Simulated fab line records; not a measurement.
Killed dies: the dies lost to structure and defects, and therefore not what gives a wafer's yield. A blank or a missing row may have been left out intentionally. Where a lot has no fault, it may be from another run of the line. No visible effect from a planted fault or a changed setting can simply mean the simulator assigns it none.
fab line records ; flow n5_finfet
[record] lots = 5; wafers = 15; last_day = 17
route steps=1938 shown BEOL_M7@1307 BEOL_M8@1332 PASSIVATION@1936
lots that met no fault: taken from a fault-free run of the same line
start_h: the number of hours between the record's first day and the start of the first shown wafer of the lot ; wait_h: how many hours have passed since the lot's step before this one ; " identical to the entry in the row above ; L1.1+2: several wafers, shown together as one row ; - no value, or no start was given ; * or withheld: withheld ; < > ~ a bound
route shown NAME@n: names a module that has steps shown in the file, with the first one's number in the route ; usual: mean/standard deviation taken from wafers without a fault ; same: alike in all rows ; chamber/n: place in a boat ; sites: per-site readings ; _std_site: the standard deviation of these ; _edge_site: inner sites' mean taken away from outer sites' mean ; radius_mm: for every site, how far away it sits from the centre of the wafer ; mask NAME#n: copy n ; behind: the tool/chamber that last shaped the wafer ; hold: why the lot went on hold/how many hours it stayed there/how the hold came to an end ; device: which transistor (n, p or np) failed to switch ; end of line: tests run on the same wafers once the route is complete ; for a step that has no rows: nothing shown but its recipe ; killed: the dies lost at the first sort to structure and to defects; this is not the yield of the wafer ; map: shows each die of a wafer: x if killed, . if not, _ if none is there
set.NAME: the setting as run; set.NAME@STEP: as run at that earlier step ; model.NAME: the simulator's own value behind a step, which no gauge read
lots at some steps of the route; a table a step, a row a wafer
services: a tool's chamber out of use, with start hour (start_h, from the record's first day; less than 0 if before it), hours out, and reason
[[steps]]
[step N5_BEOL_M7_STRIP_36]
[recipe] chemistry = N2/H2; power_w = 450; temp_c = 40; pressure_mtorr = 20; rf_frequency_hz = 6e+07; overash_fraction = 0.3; bias_power_w = 7; h2_frac = 0.5; n2_flow_sccm = 200; h2_flow_sccm = 200
[step N5_BEOL_M7_TRENCH_ETCH_37]
[recipe] chemistry = C4F6/O2; target_depth_a = 934.78; target = SiCOH_lowk; time_s = 31.2; ion_energy_ev = 250; pressure_mtorr = 30; source_w = 345; bias_w = 185; Ar_flow_sccm = 300; C4F6_flow_sccm = 10; O2_flow_sccm = 10
[step N5_BEOL_M7_ETCH_41]
[recipe] chemistry = CH3F/O2; target = SiCN; target_depth_a = 319; taper_deg = 2; time_s = 57.8; ion_energy_ev = 120; mask_material = TiN; pressure_mtorr = 30; source_w = 395; bias_w = 75; Ar_flow_sccm = 150; CH3F_flow_sccm = 30; O2_flow_sccm = 20
[step N5_BEOL_M7_STRIP_80]
[recipe] chemistry = N2/H2; time_s = 10; power_w = 450; temp_c = 40; pressure_mtorr = 20; rf_frequency_hz = 6e+07; bias_power_w = 7; n2_flow_sccm = 200; h2_flow_sccm = 200
[step N5_BEOL_M7_OCD_MEAS_38]
[usual] trench_depth_nm = 93.7/1.2
lot.wafer;tool;chamber;start_h;wait_h;trench_depth_nm
L825.1;ocd-02;-;192.29;-;95.1
L825.5;ocd-02;-;192.29;-;93.8
L825.6;ocd-02;-;192.29;-;94.3
L826.2;ocd-02;-;211.00;-;91.8
L826.3;ocd-02;-;211.00;-;93.3
L826.6;ocd-02;-;211.00;-;91.5
L832.1;ocd-01;-;239.22;-;91.1
L832.2;ocd-01;-;239.22;-;91.3
L832.4;ocd-01;-;239.22;-;93.6
L846.1;ocd-02;-;330.36;-;94.8
L846.3;ocd-02;-;330.36;-;93.7
L846.6;ocd-02;-;330.36;-;94.5
L848.1;ocd-02;-;342.43;-;94.1
L848.2;ocd-02;-;342.43;-;92.4
L848.5;ocd-02;-;342.43;-;93.6
[step N5_BEOL_M7_HM_STRIP_39]
[recipe] chemistry = peroxide_tin_strip; material = TiN; target_depth_a = 250; temp_c = 50; time_s = 158
[step N5_BEOL_M7_SRD_40]
[recipe] time_s = 30; temp_c = 23; rinse_liquid = diw; dry = ipa_marangoni
[step N5_BEOL_M7_PRECLEAN_42]
[recipe] chemistry = residue_remover; time_s = 60; temp_c = 40
[step N5_BEOL_M7_SRD_43]
[recipe] time_s = 30; temp_c = 23; rinse_liquid = diw; dry = ipa_marangoni
[step N5_BEOL_M7_CD_MEAS_35]
[recipe] target_cd_nm = 40; polarity = opening
[usual] cd_nm = 39.9/0.45
lot.wafer;tool;chamber;start_h;wait_h;cd_nm
L825.1;cd_sem-03;-;192.44;0.0;40.3
L825.5;cd_sem-03;-;192.44;0.0;39.2
L825.6;cd_sem-03;-;192.44;0.0;40.4
L826.2;cd_sem-03;-;211.15;0.0;39.7
L826.3;cd_sem-03;-;211.15;0.0;39.9
L826.6;cd_sem-03;-;211.15;0.0;39.8
L832.1;cd_sem-03;-;239.37;0.0;40.8
L832.2;cd_sem-03;-;239.37;0.0;40.4
L832.4;cd_sem-03;-;239.37;0.0;40.8
L846.1;cd_sem-03;-;330.61;0.0;39.8
L846.3;cd_sem-03;-;330.61;0.0;39.4
L846.6;cd_sem-03;-;330.61;0.0;40.0
L848.1;cd_sem-01;-;342.58;0.0;40.2
L848.2;cd_sem-01;-;342.58;0.0;39.7
L848.5;cd_sem-01;-;342.58;0.0;40.4
[step N5_BEOL_M7_CURE_75]
[recipe] temp_c = 370; time_s = 120; ambient = DMADMS/He; material = SiCOH_lowk
[step N5_BEOL_M7_DEGAS_44]
[recipe] ambient = vacuum; temp_c = 250; time_s = 60
[step N5_BEOL_M7_PRE_CLEAN_45]
[recipe] gas = H2/He; time_s = 30; temp_c = 250
[usual] heater_power_w = 342/34
lot.wafer;tool;chamber;start_h;wait_h;heater_power_w
L825.1;pvd_sputter-03;-;193.01;0.0;389
L825.5;pvd_sputter-03;-;193.01;0.0;395
L825.6;pvd_sputter-03;-;193.01;0.0;321
L826.2;pvd_sputter-01;-;213.38;0.0;307
L826.3;pvd_sputter-01;-;213.38;0.0;320
L826.6;pvd_sputter-01;-;213.38;0.0;371
L832.1;pvd_sputter-01;-;239.78;0.0;364
L832.2;pvd_sputter-01;-;239.78;0.0;406
L832.4;pvd_sputter-01;-;239.78;0.0;329
L846.1;pvd_sputter-02;-;331.51;0.0;327
L846.3;pvd_sputter-02;-;331.51;0.0;281
L846.6;pvd_sputter-02;-;331.51;0.0;359
L848.1;pvd_sputter-03;-;343.40;0.0;352
L848.2;pvd_sputter-03;-;343.40;0.0;317
L848.5;pvd_sputter-03;-;343.40;0.0;316
[step N5_BEOL_M7_ALD_77]
[recipe] material = TaN; target_thk_a = 20; temp_c = 275; ald_precursor_family = PDMAT; ald_co_reactant = NH3; pressure_torr = 3; carrier_flow_sccm = 1500; pulse_time_s = 2; purge_time_s = 3; co_reactant_purge_time_s = 2; co_reactant_pulse_time_s = 3; ald_cycles = 40; precursor_vessel_temp_c = 75; precursor_vessel_pressure_torr = 26.25; precursor_vessel_carrier_sccm = 1000
[step N5_BEOL_M7_SURFACE_TREAT_79]
[recipe] gas = Ar; time_s = *; ion_energy_ev = *; ion_current_ma_cm2 = 0.5; pressure_mtorr = *; ar_flow_sccm = 30
[step N5_BEOL_M7_CVD_78]
[recipe] material = Co; target_thk_a = 20; temp_c = withheld; precursor = CCTBA/H2; pressure_torr = 30; time_s = 142.3
[step N5_BEOL_M7_SPUTTER_48]
[recipe] material = Cu; target_thk_a = 100; temp_c = -20; bias_v = 60; power_w = 26000; chamber_pressure_pa = 0.13; time_s = 1.667
[usual] chuck_sensor_temp_C = -15.8/0.38; throttle_valve_pct = 30.2/0.86
lot.wafer;tool;chamber;start_h;wait_h;chuck_sensor_temp_C;throttle_valve_pct
L825.1;pvd_sputter-03;-;193.59;0.1;-16.2;30.2
L825.5;pvd_sputter-03;-;193.59;0.1;-15.9;30.2
L825.6;pvd_sputter-03;-;193.59;0.1;-16.0;30.8
L826.2;pvd_sputter-02;-;213.96;0.1;-15.4;29.2
L826.3;pvd_sputter-02;-;213.96;0.1;-15.8;31.2
L826.6;pvd_sputter-02;-;213.96;0.1;-16.1;30.1
L832.1;pvd_sputter-02;-;241.92;1.4;-15.3;29.6
L832.2;pvd_sputter-02;-;241.92;1.4;-16.1;30.3
L832.4;pvd_sputter-02;-;241.92;1.4;-15.3;29.6
L846.1;pvd_sputter-03;-;332.36;0.1;-16.2;28.3
L846.3;pvd_sputter-03;-;332.36;0.1;-16.2;30.7
L846.6;pvd_sputter-03;-;332.36;0.1;-16.0;30.9
L848.1;pvd_sputter-03;-;344.26;0.2;-15.9;31.2
L848.2;pvd_sputter-03;-;344.26;0.2;-16.1;28.5
L848.5;pvd_sputter-03;-;344.26;0.2;-16.4;28.6
[step N5_BEOL_M7_ECD_50]
[recipe] material = Cu; target_thk_a = 3000
[step N5_BEOL_M7_ANNEAL_51]
[recipe] temp_c = 225; time_s = 90; ambient = N2
[step N5_BEOL_M7_CMP_52]
[recipe] stop_on = SiCOH_lowk; t_overpolish_s = 6.9; down_force_psi = 1; platen_rpm = 50; clearing_platen_down_force_psi = 1.5; clearing_platen_rpm = 50; post_cmp_clean = cu_alkaline; target_thk_nm = 80; clearing_platen_pad_velocity_m_s = 0.99484; pad_velocity_m_s = 0.99484
[step N5_BEOL_M7_THK_MEAS_53]
[recipe] thk_meas_gauge = xrf; reads = Cu_of_BEOL_M7_ECD_50
[usual] M7_THK = 80.6/1.4
lot.wafer;tool;chamber;start_h;wait_h;M7_THK[nm]
L825.1;film_metro-02;-;194.39;-;80.3
L825.5;film_metro-02;-;194.39;-;77.8
L825.6;film_metro-02;-;194.39;-;78.8
L826.2;film_metro-01;-;214.78;-;81.1
L826.3;film_metro-01;-;214.78;-;82.1
L826.6;film_metro-01;-;214.78;-;80.3
L832.1;film_metro-01;-;242.89;-;77.6
L832.2;film_metro-01;-;242.89;-;78.7
L832.4;film_metro-01;-;242.89;-;81.7
L846.1;film_metro-02;-;334.12;-;81.5
L846.3;film_metro-02;-;334.12;-;77.7
L846.6;film_metro-02;-;334.12;-;82.8
L848.1;film_metro-01;-;345.81;-;81.7
L848.2;film_metro-01;-;345.81;-;81.3
L848.5;film_metro-01;-;345.81;-;79.7
[step N5_BEOL_M7_PRE_CLEAN_55]
[recipe] gas = NH3; time_s = 15; temp_c = withheld; rf_power_w = 300
[step N5_BEOL_M7_DEP_56]
[recipe] material = SiCN; target_thk_a = 100; temp_c = withheld; precursor = 3MS/NH3; pressure_torr = 3; rf_w = 202; time_s = 17.5
[usual] showerhead_plenum_p_Torr = 3.667/0.013; showerhead_vpp_V = 898/50; throttle_valve_pct = 8.9/0.58
lot.wafer;tool;chamber;start_h;wait_h;showerhead_plenum_p_Torr;showerhead_vpp_V;since_wet_clean_h;throttle_valve_pct
L825.1;pecvd-01;2;194.45;0.0;3.662;819;326;8.6
L825.5;pecvd-01;1;194.45;0.0;3.668;882;-;8.9
L825.6;pecvd-01;0;194.45;0.0;3.670;929;-;9.7
L826.2;pecvd-04;1;214.86;0.0;3.662;985;223;8.6
L826.3;pecvd-04;0;214.86;0.0;3.683;902;-;8.9
L826.6;pecvd-04;0;214.86;0.0;3.678;903;-;8.8
L832.1;pecvd-01;0;242.96;0.0;3.673;960;1128;9.5
L832.2;pecvd-01;1;242.96;0.0;3.673;891;1853;8.9
L832.4;pecvd-01;1;242.96;0.0;3.661;897;-;8.9
L846.1;pecvd-02;0;334.18;0.0;3.638;903;1038;10.0
L846.3;pecvd-02;1;334.18;0.0;3.657;875;1763;9.4
L846.6;pecvd-02;0;334.18;0.0;3.644;912;-;10.1
L848.1;pecvd-02;2;345.87;0.0;3.668;870;296;8.4
L848.2;pecvd-02;0;345.87;0.0;3.617;906;1050;9.9
L848.5;pecvd-02;2;345.87;0.0;3.666;875;-;8.4
[step N5_BEOL_M7_RS_MEAS_57]
[recipe] thk_meas_gauge = four-point-probe; reads = Cu_of_BEOL_M7_ECD_50+Co_of_BEOL_M7_CVD_78+TaN_of_BEOL_M7_ALD_77
[usual] M7_RS = 0.286/0.0059
lot.wafer;tool;chamber;start_h;wait_h;M7_RS[ohm/sq]
L825.1;film_metro-02;-;194.52;0.1;0.288
L825.5;film_metro-02;-;194.52;0.1;0.296
L825.6;film_metro-02;-;194.52;0.1;0.292
L826.2;film_metro-01;-;214.95;0.1;0.285
L826.3;film_metro-01;-;214.95;0.1;0.284
L826.6;film_metro-01;-;214.95;0.1;0.290
L832.1;film_metro-02;-;243.02;0.1;0.299
L832.2;film_metro-02;-;243.02;0.1;0.296
L832.4;film_metro-02;-;243.02;0.1;0.282
L846.1;film_metro-01;-;334.25;0.1;0.280
L846.3;film_metro-01;-;334.25;0.1;0.296
L846.6;film_metro-01;-;334.25;0.1;0.276
L848.1;film_metro-01;-;345.94;0.1;0.278
L848.2;film_metro-01;-;345.94;0.1;0.281
L848.5;film_metro-01;-;345.94;0.1;0.288
[step N5_BEOL_M8_ILD_DEP_00]
[recipe] material = SiCOH_lowk; target_thk_a = 1797.5; temp_c = 300; precursor = DEMS/porogen; pressure_torr = 5; rf_w = 500; time_s = 33.4
[step N5_BEOL_M8_CURE_74]
[recipe] temp_c = 385; time_s = 240; ambient = He/Ar; material = SiCOH_lowk
[usual] lamp_power_pct = 52.31/0.053; wafer_temp_C_max = 386.8/0.53
lot.wafer;tool;chamber;start_h;wait_h;lamp_power_pct;wafer_temp_C_max
L825.1;uv_cure-02;0;194.65;0.0;52.39;387.1
L825.5;uv_cure-02;0;194.65;0.0;52.33;386.6
L825.6;uv_cure-02;0;194.65;0.0;52.26;386.8
L826.2;uv_cure-03;2;215.15;0.1;52.28;386.5
L826.3;uv_cure-03;2;215.15;0.1;52.32;386.5
L826.6;uv_cure-03;2;215.15;0.1;52.32;386.9
L832.1;uv_cure-01;2;243.15;0.0;52.33;387.0
L832.2;uv_cure-01;2;243.15;0.0;52.43;386.9
L832.4;uv_cure-01;2;243.15;0.0;52.28;387.0
L846.1;uv_cure-03;0;334.38;0.0;52.36;387.8
L846.3;uv_cure-03;0;334.38;0.0;52.31;388.0
L846.6;uv_cure-03;0;334.38;0.0;52.26;388.1
L848.1;uv_cure-02;1;346.09;0.1;52.31;386.6
L848.2;uv_cure-02;1;346.09;0.1;52.41;386.3
L848.5;uv_cure-02;1;346.09;0.1;52.31;386.5
[step N5_BEOL_M8_THK_MEAS_01]
[recipe] reads = SiCOH_lowk_of_BEOL_M8_ILD_DEP_00
[usual] M8_ILD_THK = 155.3/2
lot.wafer;tool;chamber;start_h;wait_h;M8_ILD_THK[nm]
L825.1;film_metro-02;-;195.16;0.4;152.8
L825.5;film_metro-02;-;195.16;0.4;154.2
L825.6;film_metro-02;-;195.16;0.4;154.8
L826.2;film_metro-01;-;215.59;0.4;153.2
L826.3;film_metro-01;-;215.59;0.4;152.6
L826.6;film_metro-01;-;215.59;0.4;155.0
L832.1;film_metro-01;-;243.66;0.4;154.3
L832.2;film_metro-01;-;243.66;0.4;153.0
L832.4;film_metro-01;-;243.66;0.4;156.1
L846.1;film_metro-01;-;334.89;0.4;153.4
L846.3;film_metro-01;-;334.89;0.4;152.4
L846.6;film_metro-01;-;334.89;0.4;154.1
L848.1;film_metro-01;-;346.60;0.4;154.2
L848.2;film_metro-01;-;346.60;0.4;152.8
L848.5;film_metro-01;-;346.60;0.4;157.5
[step N5_BEOL_M8_PECVD_70]
[recipe] material = SiO2; target_thk_a = 200; temp_c = 400; precursor = TEOS/O2; pressure_torr = 5.5; rf_w = 450; teos_flow_sccm = 53.8; gas = O2; flow_sccm = 3000; time_s = 22.7
[usual] heater_power_w = 732/100; showerhead_plenum_p_Torr = 8.81/0.067; showerhead_vpp_V = 1354/62; throttle_valve_pct = 22.0/1.4
lot.wafer;tool;chamber;start_h;wait_h;heater_power_w;showerhead_plenum_p_Torr;showerhead_vpp_V;since_wet_clean_h;throttle_valve_pct
L825.1;pecvd-03;1;195.20;0.0;739;8.85;1391;1987;22.2
L825.5;pecvd-03;2;195.20;0.0;771;8.83;1347;-;21.5
L825.6;pecvd-03;0;195.20;0.0;608;8.87;1300;-;21.4
L826.2;pecvd-04;1;215.62;0.0;760;8.81;1493;223;20.6
L826.3;pecvd-04;1;215.62;0.0;757;8.80;1448;-;20.4
L826.6;pecvd-04;0;215.62;0.0;692;8.86;1346;-;21.9
L832.1;pecvd-03;2;243.70;0.0;860;8.81;1379;556;21.3
L832.2;pecvd-03;0;243.70;0.0;718;8.88;1313;1310;21.1
L832.4;pecvd-03;0;243.70;0.0;702;8.89;1321;-;21.3
L846.1;pecvd-02;0;334.93;0.0;915;8.65;1347;1039;24.9
L846.3;pecvd-02;1;334.93;0.0;591;8.78;1308;1764;23.7
L846.6;pecvd-02;1;334.93;0.0;595;8.76;1312;-;23.8
L848.1;pecvd-02;2;346.64;0.0;571;8.84;1286;296;20.9
L848.2;pecvd-02;0;346.64;0.0;963;8.65;1359;1051;24.7
L848.5;pecvd-02;2;346.64;0.0;571;8.81;1302;-;20.8
[step N5_BEOL_M8_HM_DEP_02]
[recipe] material = TiN; target_thk_a = 200; temp_c = 25; chamber_pressure_pa = 0.49996
[usual] throttle_valve_pct = 30.3/1
lot.wafer;tool;chamber;start_h;wait_h;throttle_valve_pct
L825.1;pvd_sputter-03;-;196.71;1.5;31.1
L825.5;pvd_sputter-03;-;196.71;1.5;30.9
L825.6;pvd_sputter-03;-;196.71;1.5;30.4
L826.2;pvd_sputter-01;-;217.34;1.7;29.9
L826.3;pvd_sputter-01;-;217.34;1.7;31.6
L826.6;pvd_sputter-01;-;217.34;1.7;31.6
L832.1;pvd_sputter-02;-;245.30;1.6;31.4
L832.2;pvd_sputter-02;-;245.30;1.6;30.3
L832.4;pvd_sputter-02;-;245.30;1.6;29.3
L846.1;pvd_sputter-02;-;336.67;1.7;29.9
L846.3;pvd_sputter-02;-;336.67;1.7;31.3
L846.6;pvd_sputter-02;-;336.67;1.7;29.5
L848.1;pvd_sputter-03;-;347.04;0.4;30.6
L848.2;pvd_sputter-03;-;347.04;0.4;30.2
L848.5;pvd_sputter-03;-;347.04;0.4;28.6
[step N5_BEOL_M8_COAT_59]
[recipe] resist = SOC; temp_c = 250; time_s = 60; spin_rpm = 1500; resist_thk_nm = 100
[step N5_BEOL_M8_COAT_60]
[recipe] resist = SiARC; temp_c = 220; time_s = 60; spin_rpm = 1500; resist_thk_nm = 35
[step N5_BEOL_M8_COAT_05]
[recipe] resist = CAR-ArF; spin_rpm = 1500; resist_thk_nm = 90
[step N5_BEOL_M8_EBR_07]
[recipe] solvent = PGMEA; ebr_width_mm = 1.5
[step N5_BEOL_M8_SOFTBAKE_06]
[recipe] temp_c = 110; time_s = 60; resist = CAR-ArF
[step N5_BEOL_M8_EXPOSE_08]
[recipe] mask_id = M8; na = 1.35; source_shape = dipole; sigma_inner = 0.817; sigma_outer = 0.97; polarization = te; dose_mj = 68.25
[step N5_BEOL_M8_PEB_09]
[recipe] peb_temp_c = withheld; peb_time_s = 60; resist = CAR-ArF
[step N5_BEOL_M8_DEVELOP_10]
[recipe] develop_time_s = 30; developer = TMAH; resist = CAR-ArF; rinse_liquid = diw; dry = air_spin; dev_temp_c = 23
[step N5_BEOL_M8_CD_MEAS_11]
[recipe] target_cd_nm = 38.5; landing_energy_ev = 500; detector = se_inlens; polarity = opening
[usual] cd_nm = 38.4/0.4
lot.wafer;tool;chamber;start_h;wait_h;cd_nm
L825.1;cd_sem-02;0;197.21;-;39.1
L825.5;cd_sem-02;0;197.21;-;38.7
L825.6;cd_sem-02;0;197.21;-;38.4
L826.2;cd_sem-01;0;217.73;-;38.4
L826.3;cd_sem-01;0;217.73;-;38.7
L826.6;cd_sem-01;0;217.73;-;38.9
L832.1;cd_sem-03;0;245.80;-;37.9
L832.2;cd_sem-03;0;245.80;-;38.2
L832.4;cd_sem-03;0;245.80;-;37.5
L846.1;cd_sem-02;0;337.04;-;38.2
L846.3;cd_sem-02;0;337.04;-;38.5
L846.6;cd_sem-02;0;337.04;-;38.8
L848.1;cd_sem-03;0;347.54;-;38.5
L848.2;cd_sem-03;0;347.54;-;38.2
L848.5;cd_sem-03;0;347.54;-;38.8
[step N5_BEOL_M8_OVL_MEAS_12]
[recipe] points_per_wafer = 44
[usual] M8_OVL = -0.2/0.68
lot.wafer;tool;chamber;start_h;wait_h;M8_OVL[nm]
L825.1;overlay-01;0;197.24;0.0;-0.8
L825.5;overlay-01;0;197.24;0.0;-0.2
L825.6;overlay-01;0;197.24;0.0;-0.8
L826.2;overlay-02;0;217.76;0.0;-0.3
L826.3;overlay-02;0;217.76;0.0;-1.3
L826.6;overlay-02;0;217.76;0.0;-0.7
L832.1;overlay-01;0;245.83;0.0;-0.3
L832.2;overlay-01;0;245.83;0.0;-1.0
L832.4;overlay-01;0;245.83;0.0;-0.6
L846.1;overlay-01;0;337.07;0.0;0.9
L846.3;overlay-01;0;337.07;0.0;-0.9
L846.6;overlay-01;0;337.07;0.0;-0.6
L848.1;overlay-01;0;347.57;0.0;-0.8
L848.2;overlay-01;0;347.57;0.0;-0.9
L848.5;overlay-01;0;347.57;0.0;-1.2
[step N5_BEOL_M8_DESCUM_16]
[recipe] chemistry = O2; time_s = 7.9; source_power_w = 50; bias_power_w = 20; pressure_mtorr = 20; rf_frequency_hz = 2.712e+07; temp_c = 40; resist = CAR-ArF; o2_flow_sccm = 225
[step N5_PASSIVATION_PROBE_49]
[usual] defect_limited_yield = 91.3/1.4; killed_at_M0_to_M3 = 34/10; killed_at_M4_up = 13/4.8; killed_at_contacts = 12/6.1; killed_at_front_end = 40/11; killed_at_other = 3.7/2.8; killed_dies = 103/16; killed_open = 67/12; killed_short = 34/7.4; sort_bin_5_function = 5.1/0.95; sort_bin_6_memory = 3.2/0.62; sort_n_pass = 1077/16; sort_yield_pct = 91.3/1.4
[same] gross_dies = 1180; killed_at_back_side = 0; sort_bin_4_leakage[%] = 0; sort_bin_8_speed[%] = 0
lot.wafer;tool;chamber;start_h;wait_h;defect_limited_yield[%];killed_at_M0_to_M3;killed_at_M4_up;killed_at_contacts;killed_at_front_end;killed_at_other;killed_dies;killed_open;killed_short;sort_bin_5_function[%];sort_bin_6_memory[%];sort_n_pass;sort_yield_pct[%]
L832.2;prober-02;-;315.79;0.1;81.4;45;127;14;25;9;220;67;36;12.0;4.7;960;81.4
// killed by level:class
L832.2 BEOL_M7:unspecified=117 BEOL_M0_SAQP:geometric_particle:short=14 MOL_CONTACT_COAG:geometric_particle:open=11 BEOL_M0_SAQP:geometric_particle:open=8 FIN_SAQP:geometric_particle:open=7 BEOL_M1:geometric_particle:open=6 BEOL_M3:geometric_particle:open=6 BEOL_M4:geometric_particle:open=6
// map L832.2 (x killed, . not)
_________________............________________
______________x...x............._____________
___________......x.................__________
__________...........x....x........._________
________.....x...x...................._______
_______...x..x.......x.............x...______
______xx.x.x.x.......x.........x........_____
_____.....xxx...........x...x.......x...x____
____x.x..xxxxxx.x.............x......x.x..___
___x.xxxxxxxxxxxx...............x..........__
___.xxxxxxxxxxx.x.....x........x.x....x.xx.__
__.xxxxxxxxxxxxxxx.x.x......................_
__xx.xxxxxxxxxxx.xx...x....................._
_...xxxxxxxxxxxxx...........x.xx.......x.....
_...xxxxxxxxxxxxx.x.x........................
_....x.xxxxxxxxx..........x...xx.............
_.....xxxxxxxxx.x............................
_....xxxx.xx.x................x.............x
_.....x...x.x.....x.............xxx.........x
_...x.....................................x..
_x...x..x........x..............x..x....x....
__x.......xx................................_
__....x......x..........x..............x...._
___...........x............................__
___.x......x...................x...........__
____........x............................x___
_____.....x.......................x......____
______....................x.x..x.x..x..._____
_______................................______
________x..x..x.......x....x.......x.._______
__________xx.x....x...x......x......_________
___________..........x............x__________
______________............x.x..._____________
_________________...........x________________
// map L826.3 (x killed, . not)
_________________......x....x________________
______________..........x.x....._____________
___________.............x..........__________
__________..x.....x................._________
________..x.......................xx.._______
_______...x..........x.....x...........______
______.................x...x....x......._____
_____................x..x..........x..x..____
____......................................___
___.............x....x.........x...........__
___.......x.x...x.....x..............x.xx..__
__x.....x.......................xx...x..xx.._
__..................xx...x..........x......._
_..x....x....x..........x...x....x........x..
_.x...x............x.........................
_..........x...........xx....................
_.............................xx..x.........x
_...x..x...........x....x.......x...........x
_....x.x....x.............x.......x........x.
_.........x.x...............x......xx........
_x..x......................xx..........x.....
__....x....................................._
__.......x.............x.......x............_
___........................................__
___.....x.............x.....x.......x......__
____......x....x.......x...x..............___
_____..................x...x..x.x.....x..____
______................x..x...x.....x..x._____
_______..xx....x..................x.x..______
________...x.......x.....x.x.........._______
__________...x............x.x..x...._________
___________......x..x...x..........__________
______________............xx.xx._____________
_________________.......x...x________________
[[services]]
tool;chamber;start_h;hours;kind
pvd_sputter-03;-;169.70;3.3;repair
pecvd-02;-;189.03;6.0;pm
pecvd-03;0;199.89;3.5;repair
pecvd-04;2;202.38;-;clean
pecvd-04;2;202.38;-;consumable_replace:showerhead
pecvd-04;2;202.38;29.0;scheduled_down
uv_cure-01;-;208.68;7.5;pm
uv_cure-02;-;241.33;2.1;pm
uv_cure-02;-;263.19;7.3;repair
pecvd-03;-;268.76;0.7;repair
pecvd-03;-;270.53;0.7;repair
pecvd-03;2;273.06;3.7;repair
pecvd-02;2;273.24;6.8;repair
uv_cure-02;-;277.47;6.0;pm
pecvd-01;1;289.93;18.0;repair
pecvd-01;0;293.05;6.1;repair
pvd_sputter-01;-;300.26;1.2;repair
pecvd-03;-;307.08;2.8;pm
pecvd-01;2;315.64;3.9;repair
pecvd-01;-;318.23;0.4;repair
uv_cure-02;-;330.51;7.5;pm
pvd_sputter-01;-;330.77;4.0;repair
uv_cure-01;-;338.37;2.1;pm
uv_cure-03;-;344.14;0.3;repair
[[key]]
[first_sign] step = N5_PASSIVATION_PROBE_49; reading = killed_at_M4_up; direction = up; sigmas = 24; usual = 13; struck = 127
[effect] step = N5_PASSIVATION_PROBE_49; reading = killed_dies; direction = up; sigmas = 7.4; usual = 103; struck = 220
[more_kills_born_at] N5_BEOL_M7_PRE_CLEAN_45@pvd_sputter-01 = 117
met_at N5_BEOL_M7_PRE_CLEAN_45
struck_wafers L832.2
[fault] kind = chamber_particle_source; tool = pvd_sputter-01; chamber = -; onset_h = 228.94; steps = N5_BEOL_M7_PRE_CLEAN_45; rate_per_visit_cm2 = 0.88275; end_h = 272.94; scope = struck_wafers_only
